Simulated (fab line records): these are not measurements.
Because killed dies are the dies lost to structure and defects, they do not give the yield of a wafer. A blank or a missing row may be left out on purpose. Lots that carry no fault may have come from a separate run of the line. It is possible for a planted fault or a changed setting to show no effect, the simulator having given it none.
fab line records + flow nandHarc
record:
- lots: 11
- wafers: 33
- lastDay: 25
route steps=1159 shown A_CHANNEL_HOLE_D1@469 END@1159
lots with no fault: from the same line, run without faults
startH: hours from the record's opening day to when the first of the lot's shown wafers began + waitH: hours elapsed since this lot's preceding step + " the same as in the row above + L1.1+2: several wafers, shown together as one row + - no value, or no start was given + * or withheld: withheld + < > ~ a bound
route shown NAME@n: NAME is a module with steps in the file, n the number in the route of the first one + usual: mean and standard deviation over wafers with no fault + same: alike in all rows + chamber/n: place in a boat + sites: readings site by site + _std_site: the standard deviation of these + _edge_site: the outer-site mean with the inner-site mean subtracted + radiusMm: for every site, how far away it sits from the centre of the wafer + mask NAME#n: copy n + behind: the most recent tool/chamber to have shaped the wafer + hold: cause of the lot's hold/its duration in hours/its outcome + device: names the non-switching transistor (n, p or np) + end of line: the same wafers' tests at the end of the route + for a step that has no rows: nothing shown but its recipe + killed: dies that structure and defects cost at the first sort, which is not the same as the wafer's yield + map: shows each die of a wafer: x if killed, . if not, _ if none is there
set.NAME: setting as actually run; set.NAME@STEP: the setting as run at that earlier step + model.NAME: the simulator's own value behind a step, which no gauge read
steps of the route over a sample of lots; a table a step, a row a wafer
services: from which hour (startH, from the record's first day; less than 0 if before it) a tool's chamber was out of use, for how many hours, and why
== steps ==
step: NHARC_A_CHANNEL_HOLE_D1_ETCH_16
recipe:
- targetDepthA: 31000
- overEtchFrac: 0.3
- timeS: 806
- ionEnergyEv: 150
- o2FlowSccm: 400
- cosFlowSccm: 20
- arFlowSccm: 0
- rfW: 500
- biasW: 300
- chemistry: O2/COS
usual:
- drypumpMotorCurrentA: 5.6/0.38
- oesProductAu: 0.998/0.0082
- rfFwdPowerW: 499.5/1.5
- rfVppV: 314.6/2.4
- showerheadPlenumPTorr: 3.16/0.15
- throttleValvePct: 28.330/0.01
| lot.wafer | tool       | chamber | startH | waitH | drypumpMotorCurrentA | oesProductAu | rfFwdPowerW | rfHoursCounterH | rfVppV | showerheadPlenumPTorr | throttleValvePct |
|-----------|------------|---------|--------|-------|----------------------|--------------|-------------|-----------------|--------|-----------------------|------------------|
| L213.3    | rieDiel-13 | 3       | -      | -     | 5.6                  | 0.998        | 497.1       | 6               | 313.7  | 3.14                  | 28.315           |
| L213.4    | "          | 2       | "      | "     | 5.2                  | 0.993        | 500.3       | 5               | 311.4  | 2.98                  | 28.326           |
| L213.5    | "          | 0       | "      | "     | 5.2                  | 0.987        | 500.2       | -               | 315.5  | 3.34                  | 28.327           |
| L214.2    | rieDiel-13 | 0       | -      | -     | 5.3                  | 0.997        | 499.6       | 6               | 317.2  | 3.34                  | 28.339           |
| L214.4    | "          | 1       | "      | "     | 5.9                  | 0.982        | 499.8       | 5               | 315.2  | 3.14                  | 28.340           |
| L214.5    | "          | 1       | "      | "     | 5.9                  | 0.999        | 500.2       | -               | 314.5  | 3.14                  | 28.335           |
| L216.1    | rieDiel-13 | 1       | -      | -     | 5.9                  | 0.990        | 500.7       | 7               | 314.7  | 3.14                  | 28.341           |
| L216.4    | "          | 0       | "      | "     | 5.3                  | 0.993        | 500.8       | 7               | 317.5  | 3.34                  | 28.339           |
| L216.5    | "          | 2       | "      | "     | 5.2                  | 0.989        | 498.6       | -               | 312.5  | 2.98                  | 28.337           |
| L219.2    | rieDiel-11 | 0       | -      | -     | 5.5                  | 1.000        | 498.6       | 1               | 312.6  | 2.97                  | 28.321           |
| L219.5    | "          | 2       | "      | "     | 5.9                  | 1.016        | 498.5       | -               | 315.3  | 3.23                  | 28.323           |
| L219.6    | "          | 3       | "      | "     | 5.4                  | 0.990        | 502.1       | -               | 312.2  | 3.05                  | 28.336           |
| L227.3    | rieDiel-02 | 1       | -      | -     | 6.3                  | 0.998        | 500.5       | 6               | 311.4  | 2.91                  | 28.342           |
| L227.1    | "          | 0       | "      | "     | 5.7                  | 0.989        | 499.3       | 6               | 315.6  | 3.19                  | 28.313           |
| L227.6    | "          | 1       | "      | "     | 6.3                  | 0.991        | 498.3       | -               | 311.8  | 2.91                  | 28.316           |
| L230.3    | rieDiel-02 | 0       | -      | -     | 5.7                  | 1.000        | 498.9       | 8               | 316.5  | 3.19                  | 28.330           |
| L230.4    | "          | 1       | "      | "     | 6.2                  | 1.001        | 502.0       | 8               | 311.1  | 2.91                  | 28.338           |
| L230.5    | "          | 3       | "      | "     | 5.8                  | 1.003        | 501.4       | -               | 317.2  | 3.28                  | 28.340           |
| L229.1    | rieDiel-11 | 2       | -      | -     | 5.9                  | 0.999        | 497.9       | 5               | 316.3  | 3.22                  | 28.314           |
| L229.4    | "          | 3       | "      | "     | 5.4                  | 1.015        | 501.9       | 4               | 312.7  | 3.05                  | 28.333           |
| L229.5    | "          | 0       | "      | "     | 5.4                  | 1.013        | 500.4       | -               | 312.1  | 2.97                  | 28.342           |
| L231.3    | rieDiel-11 | 2       | -      | -     | 5.9                  | 1.003        | 500.4       | 6               | 314.0  | 3.22                  | 28.326           |
| L231.6    | "          | 1       | "      | "     | 4.8                  | 0.998        | 499.6       | -               | 315.8  | 3.30                  | 28.327           |
| L231.5    | "          | 2       | "      | "     | 5.9                  | 0.994        | 498.6       | -               | 316.4  | 3.22                  | 28.325           |
| L232.3    | rieDiel-02 | 1       | -      | -     | 6.3                  | 0.992        | 498.2       | 9               | 311.8  | 2.91                  | 28.307           |
| L232.1    | "          | 2       | "      | "     | 5.5                  | 1.009        | 501.3       | 9               | 317.2  | 3.32                  | 28.317           |
| L232.5    | "          | 1       | "      | "     | 6.2                  | 0.997        | 496.9       | -               | 308.6  | 2.91                  | 28.336           |
| L234.1    | rieDiel-11 | 3       | -      | -     | 5.4                  | 1.007        | 500.3       | 7               | 312.4  | 3.05                  | 28.341           |
| L234.3    | "          | 0       | "      | "     | 5.4                  | 0.999        | 499.4       | 7               | 312.5  | 2.96                  | 28.323           |
| L234.5    | "          | 3       | "      | "     | 5.4                  | 0.992        | 498.2       | -               | 311.9  | 3.05                  | 28.334           |
| L235.4    | rieDiel-02 | 1       | -      | -     | 6.2                  | 1.007        | 498.4       | 12              | 310.7  | 2.91                  | 28.328           |
| L235.2    | "          | 2       | "      | "     | 5.5                  | 1.011        | 499.4       | 12              | 318.0  | 3.32                  | 28.334           |
| L235.5    | "          | 2       | "      | "     | 5.5                  | 0.989        | 500.1       | -               | 317.8  | 3.32                  | 28.323           |
step: NHARC_A_CHANNEL_HOLE_D1_ETCH_22
recipe:
- biasV: 3000
- sourceW: withheld
- pressureMtorr: 20
- timeS: 666.7
- arFlowSccm: 375
- c4f8FlowSccm: 89.3
- o2FlowSccm: 35.7
- tempC: -20
- targetDepthA: 16000
- chemistry: C4F8/O2/Ar
usual:
- drypumpMotorCurrentA: 5.8/0.51
- heBacksideLeakSccm: 5.6/0.77
- showerheadPlenumPTorr: 3.73/0.063
- throttleValvePct: 32.155/0.009
| lot.wafer | tool       | chamber | startH | waitH | drypumpMotorCurrentA | heBacksideLeakSccm | rfHoursCounterH | showerheadPlenumPTorr | throttleValvePct |
|-----------|------------|---------|--------|-------|----------------------|--------------------|-----------------|-----------------------|------------------|
| L213.4    | harEtch-01 | 0       | 181.70 | 0.4   | 5.8                  | 6.2                | -               | 3.83                  | 32.151           |
| L213.3    | "          | 1       | "      | "     | 5.1                  | 5.6                | -               | 3.76                  | 32.158           |
| L213.5    | "          | 0       | "      | "     | 5.7                  | 6.1                | -               | 3.83                  | 32.167           |
| L214.2    | harEtch-01 | 0       | 188.38 | 0.4   | 5.7                  | 6.2                | 193             | 3.82                  | 32.152           |
| L214.4    | "          | 0       | "      | "     | 5.7                  | 6.8                | -               | 3.82                  | 32.149           |
| L214.5    | "          | 1       | "      | "     | 5.2                  | 5.6                | -               | 3.76                  | 32.152           |
| L216.1    | harEtch-01 | 0       | 196.51 | 0.4   | 5.7                  | 6.8                | 198             | 3.82                  | 32.152           |
| L216.4    | "          | 0       | "      | "     | 5.7                  | 6.5                | -               | 3.82                  | 32.135           |
| L216.5    | "          | 0       | "      | "     | 5.7                  | 6.4                | -               | 3.82                  | 32.156           |
| L219.2    | harEtch-01 | 1       | 210.03 | 0.4   | 5.2                  | 5.7                | 204             | 3.75                  | 32.158           |
| L219.6    | "          | 0       | "      | "     | 5.7                  | 6.9                | -               | 3.82                  | 32.159           |
| L219.5    | "          | 1       | "      | "     | 5.2                  | 5.5                | -               | 3.75                  | 32.145           |
| L227.1    | harEtch-01 | 1       | 251.05 | 0.4   | 5.2                  | 5.5                | 222             | 3.74                  | 32.150           |
| L227.3    | "          | 1       | "      | "     | 5.2                  | 5.7                | -               | 3.74                  | 32.147           |
| L227.6    | "          | 0       | "      | "     | 5.8                  | 6.4                | -               | 3.81                  | 32.146           |
| L229.1    | harEtch-02 | 1       | 274.27 | 0.4   | 6.6                  | 5.5                | 142             | 3.63                  | 32.166           |
| L229.4    | "          | 0       | "      | "     | 5.7                  | 5.2                | -               | 3.71                  | 32.173           |
| L229.5    | "          | 0       | "      | "     | 5.7                  | 5.0                | -               | 3.71                  | 32.175           |
| L230.3    | harEtch-01 | 1       | 274.40 | 0.4   | 5.1                  | 5.9                | -               | 3.74                  | 32.166           |
| L230.4    | "          | 0       | "      | "     | 5.7                  | 6.3                | -               | 3.80                  | 32.140           |
| L230.5    | "          | 0       | "      | "     | 5.7                  | 6.2                | -               | 3.80                  | 32.169           |
| L232.1    | harEtch-02 | 1       | 288.08 | 0.4   | 6.6                  | 4.8                | 151             | 3.63                  | 32.147           |
| L232.3    | "          | 0       | "      | "     | 5.7                  | 5.2                | -               | 3.71                  | 32.172           |
| L232.5    | "          | 1       | "      | "     | 6.6                  | 5.2                | -               | 3.63                  | 32.146           |
| L231.3    | harEtch-01 | 0       | 288.12 | 0.4   | 5.7                  | 6.4                | -               | 3.80                  | 32.167           |
| L231.6    | "          | 0       | "      | "     | 5.8                  | 6.3                | -               | 3.80                  | 32.147           |
| L231.5    | "          | 1       | "      | "     | 5.1                  | 5.9                | -               | 3.73                  | 32.152           |
| L234.1    | harEtch-02 | 0       | 317.10 | 0.4   | 5.7                  | 5.3                | 162             | 3.70                  | 32.158           |
| L234.3    | "          | 0       | "      | "     | 5.7                  | 5.4                | -               | 3.70                  | 32.157           |
| L234.5    | "          | 1       | "      | "     | 6.6                  | 5.0                | -               | 3.62                  | 32.164           |
| L235.2    | harEtch-01 | 1       | 322.87 | 0.4   | 5.1                  | 5.0                | 1               | 3.73                  | 32.162           |
| L235.4    | "          | 0       | "      | "     | 5.7                  | 5.8                | -               | 3.79                  | 32.161           |
| L235.5    | "          | 1       | "      | "     | 5.2                  | 4.9                | -               | 3.73                  | 32.160           |
step: NHARC_A_CHANNEL_HOLE_D1_ETCH_33
recipe:
- biasV: 400
- sourceW: 2000
- pressureMtorr: 25
- timeS: 90
- arFlowSccm: 375
- c4f8FlowSccm: 41.7
- o2FlowSccm: 83.3
- tempC: -20
- targetDepthA: 4000
- chemistry: C4F8/O2/Ar
usual:
- drypumpMotorCurrentA: 5.8/0.51
- heBacksideLeakSccm: 5.6/0.65
- rfFwdPowerW: 1987/6.1
- showerheadPlenumPTorr: 3.77/0.065
- throttleValvePct: 27.619/0.0096
| lot.wafer | tool       | chamber | startH | waitH | drypumpMotorCurrentA | heBacksideLeakSccm | rfFwdPowerW | rfHoursCounterH | showerheadPlenumPTorr | throttleValvePct |
|-----------|------------|---------|--------|-------|----------------------|--------------------|-------------|-----------------|-----------------------|------------------|
| L213.4    | harEtch-01 | 0       | 184.68 | 0.2   | 5.7                  | 6.1                | 1995        | -               | 3.87                  | 27.619           |
| L213.3    | "          | 1       | "      | "     | 5.2                  | 5.5                | 1983        | -               | 3.80                  | 27.633           |
| L213.5    | "          | 0       | "      | "     | 5.7                  | 8.1                | 1989        | -               | 3.87                  | 27.607           |
| L214.2    | harEtch-01 | 0       | 191.41 | 0.2   | 5.7                  | 5.6                | 1997        | 196             | 3.87                  | 27.629           |
| L214.4    | "          | 0       | "      | "     | 5.7                  | 5.9                | 1998        | -               | 3.87                  | 27.622           |
| L214.5    | "          | 1       | "      | "     | 5.1                  | 5.6                | 1991        | -               | 3.80                  | 27.620           |
| L216.1    | harEtch-01 | 0       | 199.55 | 0.2   | 5.8                  | 6.4                | 1990        | 201             | 3.86                  | 27.618           |
| L216.4    | "          | 0       | "      | "     | 5.7                  | 6.4                | 1985        | -               | 3.86                  | 27.617           |
| L216.5    | "          | 0       | "      | "     | 5.8                  | 6.5                | 1989        | -               | 3.86                  | 27.618           |
| L219.2    | harEtch-01 | 1       | 213.08 | 0.2   | 5.2                  | 5.5                | 1976        | 207             | 3.79                  | 27.616           |
| L219.6    | "          | 0       | "      | "     | 5.7                  | 6.1                | 1997        | -               | 3.86                  | 27.627           |
| L219.5    | "          | 1       | "      | "     | 5.1                  | 5.4                | 1983        | -               | 3.80                  | 27.620           |
| L227.1    | harEtch-01 | 1       | 254.11 | 0.2   | 5.2                  | 5.6                | 1992        | 225             | 3.78                  | 27.615           |
| L227.3    | "          | 1       | "      | "     | 5.2                  | 5.6                | 1994        | -               | 3.78                  | 27.618           |
| L227.6    | "          | 0       | "      | "     | 5.7                  | 6.3                | 1997        | -               | 3.85                  | 27.615           |
| L229.1    | harEtch-02 | 1       | 277.32 | 0.2   | 6.6                  | 5.4                | 1990        | 145             | 3.67                  | 27.597           |
| L229.4    | "          | 0       | "      | "     | 5.7                  | 5.2                | 1984        | -               | 3.75                  | 27.624           |
| L229.5    | "          | 0       | "      | "     | 5.7                  | 5.1                | 1991        | -               | 3.75                  | 27.646           |
| L230.3    | harEtch-01 | 1       | 277.39 | 0.2   | 5.2                  | 5.7                | 1986        | -               | 3.78                  | 27.624           |
| L230.4    | "          | 0       | "      | "     | 5.7                  | 6.3                | 1989        | -               | 3.84                  | 27.639           |
| L230.5    | "          | 0       | "      | "     | 5.8                  | 6.4                | 1993        | -               | 3.84                  | 27.618           |
| L231.3    | harEtch-01 | 0       | 291.09 | 0.2   | 5.7                  | 6.3                | 1989        | -               | 3.84                  | 27.624           |
| L231.6    | "          | 0       | "      | "     | 5.7                  | 6.4                | 1997        | -               | 3.84                  | 27.637           |
| L231.5    | "          | 1       | "      | "     | 5.1                  | 5.7                | 1985        | -               | 3.77                  | 27.631           |
| L232.1    | harEtch-02 | 1       | 291.21 | 0.2   | 6.6                  | 5.1                | 1983        | 154             | 3.66                  | 27.627           |
| L232.3    | "          | 0       | "      | "     | 5.7                  | 5.1                | 1979        | -               | 3.74                  | 27.611           |
| L232.5    | "          | 1       | "      | "     | 6.6                  | 4.8                | 1990        | -               | 3.66                  | 27.602           |
| L234.1    | harEtch-02 | 0       | 320.16 | 0.2   | 5.7                  | 5.2                | 1987        | 165             | 3.74                  | 27.626           |
| L234.3    | "          | 0       | "      | "     | 5.7                  | 5.1                | 1993        | -               | 3.74                  | 27.613           |
| L234.5    | "          | 1       | "      | "     | 6.6                  | 5.3                | 1996        | -               | 3.66                  | 27.626           |
| L235.2    | harEtch-01 | 1       | 326.01 | 0.2   | 5.1                  | 5.0                | 1983        | 4               | 3.77                  | 27.627           |
| L235.4    | "          | 0       | "      | "     | 5.7                  | 5.2                | 1990        | -               | 3.83                  | 27.610           |
| L235.5    | "          | 1       | "      | "     | 5.1                  | 4.9                | 1982        | -               | 3.77                  | 27.634           |
step: NHARC_A_CHANNEL_HOLE_D1_PRECLEAN_28
recipe:
- timeS: *
- tempC: 50
- bathAgeMin: 0
- chemistry: SC1
usual:
- nh4ohFlowMLMin: 28.29/0.097
- sc1H2o2EndMolL: 0.3699/0.00068
| lot.wafer | tool        | chamber | startH | waitH | nh4ohFlowMLMin | sc1H2o2EndMolL |
|-----------|-------------|---------|--------|-------|----------------|----------------|
| L213.3    | wetBench-01 | 5       | 186.03 | -     | 28.38          | 0.3700         |
| L213.4    | "           | 0       | "      | "     | 28.32          | 0.3686         |
| L213.5    | "           | 2       | "      | "     | 28.31          | 0.3688         |
| L214.4    | wetBench-01 | 2       | 193.10 | -     | 28.14          | 0.3700         |
| L214.2    | "           | 6       | "      | "     | 28.26          | 0.3703         |
| L214.5    | "           | 7       | "      | "     | 28.32          | 0.3698         |
| L216.5    | wetBench-01 | 7       | 200.92 | -     | 28.15          | 0.3694         |
| L216.1    | "           | 1       | "      | "     | 28.34          | 0.3698         |
| L216.4    | "           | 2       | "      | "     | 28.31          | 0.3698         |
| L219.5    | wetBench-09 | 3       | 214.47 | -     | 28.31          | 0.3702         |
| L219.6    | "           | 4       | "      | "     | 28.21          | 0.3716         |
| L219.2    | "           | 5       | "      | "     | 28.21          | 0.3701         |
| L227.1    | wetBench-01 | 7       | 255.47 | -     | 28.16          | 0.3711         |
| L227.6    | "           | 1       | "      | "     | 28.26          | 0.3704         |
| L227.3    | "           | 4       | "      | "     | 28.52          | 0.3696         |
| L229.4    | wetBench-01 | 4       | 278.70 | -     | 28.33          | 0.3697         |
| L229.5    | "           | 5       | "      | "     | 28.41          | 0.3689         |
| L229.1    | "           | 6       | "      | "     | 28.56          | 0.3707         |
| L230.4    | wetBench-06 | 4       | 278.74 | -     | 28.40          | 0.3699         |
| L230.3    | "           | 6       | "      | "     | 28.35          | 0.3702         |
| L230.5    | "           | 7       | "      | "     | 28.24          | 0.3692         |
| L231.3    | wetBench-06 | 3       | 292.43 | -     | 28.36          | 0.3700         |
| L231.6    | "           | 6       | "      | "     | 28.18          | 0.3698         |
| L231.5    | "           | 7       | "      | "     | 28.39          | 0.3695         |
| L232.3    | wetBench-06 | 5       | 292.63 | -     | 28.10          | 0.3697         |
| L232.1    | "           | 6       | "      | "     | 28.12          | 0.3704         |
| L232.5    | "           | 7       | "      | "     | 28.24          | 0.3714         |
| L234.3    | wetBench-01 | 5       | 321.54 | -     | 28.25          | 0.3686         |
| L234.1    | "           | 7       | "      | "     | 28.17          | 0.3698         |
| L234.5    | "           | 0       | "      | "     | 28.32          | 0.3695         |
| L235.5    | wetBench-09 | 0       | 327.44 | -     | 28.27          | 0.3704         |
| L235.4    | "           | 1       | "      | "     | 28.36          | 0.3702         |
| L235.2    | "           | 3       | "      | "     | 28.31          | 0.3701         |
step: NHARC_A_CHANNEL_HOLE_D1_INSPECT_40
usual:
- rawDefectCount: 58/16
| lot.wafer | tool             | chamber | startH | waitH | rawDefectCount |
|-----------|------------------|---------|--------|-------|----------------|
| L213.3    | defectInspect-01 | -       | 186.36 | -     | 55             |
| L213.4    | "                | -       | "      | "     | 58             |
| L213.5    | "                | -       | "      | "     | 43             |
| L214.2    | defectInspect-02 | -       | 193.44 | -     | 79             |
| L214.4    | "                | -       | "      | "     | 88             |
| L214.5    | "                | -       | "      | "     | 59             |
| L216.1    | defectInspect-01 | -       | 201.25 | -     | 76             |
| L216.4    | "                | -       | "      | "     | 90             |
| L216.5    | "                | -       | "      | "     | 89             |
| L219.2    | defectInspect-01 | -       | 214.78 | -     | 59             |
| L219.5    | "                | -       | "      | "     | 53             |
| L219.6    | "                | -       | "      | "     | 293            |
| L227.1    | defectInspect-02 | -       | 255.80 | -     | 81             |
| L227.3    | "                | -       | "      | "     | 67             |
| L227.6    | "                | -       | "      | "     | 67             |
| L229.1    | defectInspect-01 | -       | 279.01 | -     | 77             |
| L229.4    | "                | -       | "      | "     | 63             |
| L229.5    | "                | -       | "      | "     | 71             |
| L230.3    | defectInspect-02 | -       | 279.06 | -     | 49             |
| L230.4    | "                | -       | "      | "     | 44             |
| L230.5    | "                | -       | "      | "     | 48             |
| L231.3    | defectInspect-01 | -       | 292.77 | -     | 74             |
| L231.5    | "                | -       | "      | "     | 71             |
| L231.6    | "                | -       | "      | "     | 84             |
| L232.1    | defectInspect-02 | -       | 292.95 | -     | 40             |
| L232.3    | "                | -       | "      | "     | 56             |
| L232.5    | "                | -       | "      | "     | 65             |
| L234.1    | defectInspect-02 | -       | 321.86 | -     | 44             |
| L234.3    | "                | -       | "      | "     | 50             |
| L234.5    | "                | -       | "      | "     | 58             |
| L235.2    | defectInspect-01 | -       | 327.76 | -     | 70             |
| L235.4    | "                | -       | "      | "     | 45             |
| L235.5    | "                | -       | "      | "     | 56             |
step: NHARC_END_SORT_01
recipe:
- tempC: 25
usual:
- killedAtArray: 28/11
- killedAtOther: 0.7/1.1
- killedAtPeriphery: 2.9/2
- killedDies: 32/11
- killedOpen: 3.2/1.8
- killedShort: 2.0/1.4
same:
- grossDies: 677
| lot.wafer | tool      | chamber | startH | waitH | killedAtArray | killedAtOther | killedAtPeriphery | killedDies | killedOpen | killedShort |
|-----------|-----------|---------|--------|-------|---------------|---------------|-------------------|------------|------------|-------------|
| L219.2    | prober-02 | 0       | 467.51 | 2.8   | 26            | 0             | 3                 | 29         | 3          | 0           |
| L219.5    | prober-02 | 0       | 469.93 | 3.7   | 25            | 0             | 1                 | 26         | 2          | 2           |
| L219.6    | prober-02 | 0       | 470.74 | 4.0   | 102           | 0             | 3                 | 105        | 5          | 3           |
killed by level:class
L219.2 A_CHANNEL_HOLE_D1:chamberFilmFlake=16 A_CONTACT:chamberFilmFlake=4 P_GATE:chamberFilmFlake=2 A_BONDPAD:chamberFilmFlake=2 P_M1:geometricParticle:open=1 A_SGD_CUT:geometricParticle:open=1 A_M1:geometricParticle:open=1 A_CHANNEL_FILL_D1:chamberFilmFlake=1
L219.5 A_CHANNEL_HOLE_D1:chamberFilmFlake=12 A_CONTACT:chamberFilmFlake=5 A_STAIRCASE:chamberFilmFlake=3 A_WL_FILL:geometricParticle:open=2 A_ONON_D1:geometricParticle:short=1 A_CHANNEL_HOLE_D1:geometricParticle:short=1 P_ZERO_WELL:chamberFilmFlake=1 A_CHANNEL_FILL_D1:chamberFilmFlake=1
L219.6 A_CHANNEL_HOLE_D1:unspecified=72 A_CHANNEL_HOLE_D1:chamberFilmFlake=13 A_CONTACT:chamberFilmFlake=6 A_CONTACT:geometricParticle:open=2 A_STAIRCASE:chamberFilmFlake=2 P_CONTACT:geometricParticle:open=1 A_CONTACT:geometricParticle:short=1 A_BLC:geometricParticle:open=1
== services ==
| tool        | chamber | startH | hours | kind                        |
|-------------|---------|--------|-------|-----------------------------|
| wetBench-06 | -       | 158.58 | 36.6  | repair                      |
| rieDiel-13  | 2       | 158.71 | 4.8   | repair                      |
| rieDiel-11  | -       | 189.50 | 9.0   | pm                          |
| wetBench-09 | -       | 209.53 | 1.0   | repair                      |
| wetBench-01 | -       | 213.60 | 8.0   | pm                          |
| rieDiel-11  | -       | 215.80 | 2.6   | repair                      |
| wetBench-01 | 0       | 221.60 | -     | consumableReplace:bath      |
| wetBench-01 | 0       | 221.60 | -     | consumableReplace:filter    |
| wetBench-01 | 1       | 221.60 | -     | consumableReplace:bath      |
| wetBench-01 | 1       | 221.60 | -     | consumableReplace:filter    |
| wetBench-01 | 2       | 221.60 | -     | consumableReplace:bath      |
| rieDiel-13  | -       | 230.35 | 0.8   | repair                      |
| rieDiel-13  | 1       | 233.97 | 10.8  | repair                      |
| rieDiel-13  | -       | 276.23 | 9.0   | pm                          |
| wetBench-06 | -       | 285.55 | 2.5   | repair                      |
| wetBench-09 | -       | 288.80 | 8.0   | pm                          |
| harEtch-01  | -       | 305.00 | 17.0  | pm                          |
| harEtch-01  | 0       | 305.00 | 17.0  | ventCycle                   |
| harEtch-01  | 1       | 305.00 | 17.0  | ventCycle                   |
| wetBench-06 | -       | 305.61 | 8.0   | pm                          |
| harEtch-01  | 0       | 322.00 | -     | clean                       |
| harEtch-01  | 0       | 322.00 | -     | consumableReplace:focusRing |
| harEtch-01  | 1       | 322.00 | -     | clean                       |
| harEtch-01  | 1       | 322.00 | -     | consumableReplace:focusRing |
== key ==
firstSign:
- step: NHARC_A_CHANNEL_HOLE_D1_INSPECT_40
- reading: rawDefectCount
- direction: up
- sigmas: 15
- usual: 58
- struck: 293
effect:
- step: NHARC_END_SORT_01
- reading: killedAtArray
- direction: up
- sigmas: 6.7
- usual: 28
- struck: 102
moreKillsBornAt:
- NHARC_A_CHANNEL_HOLE_D1_PRECLEAN_28@wetBench-09: 72
metAt NHARC_A_CHANNEL_HOLE_D1_PRECLEAN_28
struckLots L219
struckWafers L219.6
testerLeftOut L219
notActingAt NHARC_A_CHANNEL_HOLE_D1_ETCH_16,NHARC_A_CHANNEL_HOLE_D1_ETCH_22,NHARC_A_CHANNEL_HOLE_D1_ETCH_33
fault:
- kind: chamberParticleSource
- tool: wetBench-09
- chamber: 4
- onsetH: 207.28
- steps: NHARC_A_CHANNEL_HOLE_D1_PRECLEAN_28
- ratePerVisitCm2: 0.44692
- endH: 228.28
testerLeftOut: of these lots the tester's yield and bins aren't shown, on N5 and GAA mostly nor the transistor test; their killed dies are dies lost to structure and defects alone, not to doping, threshold or leakage, so they don't give the yield
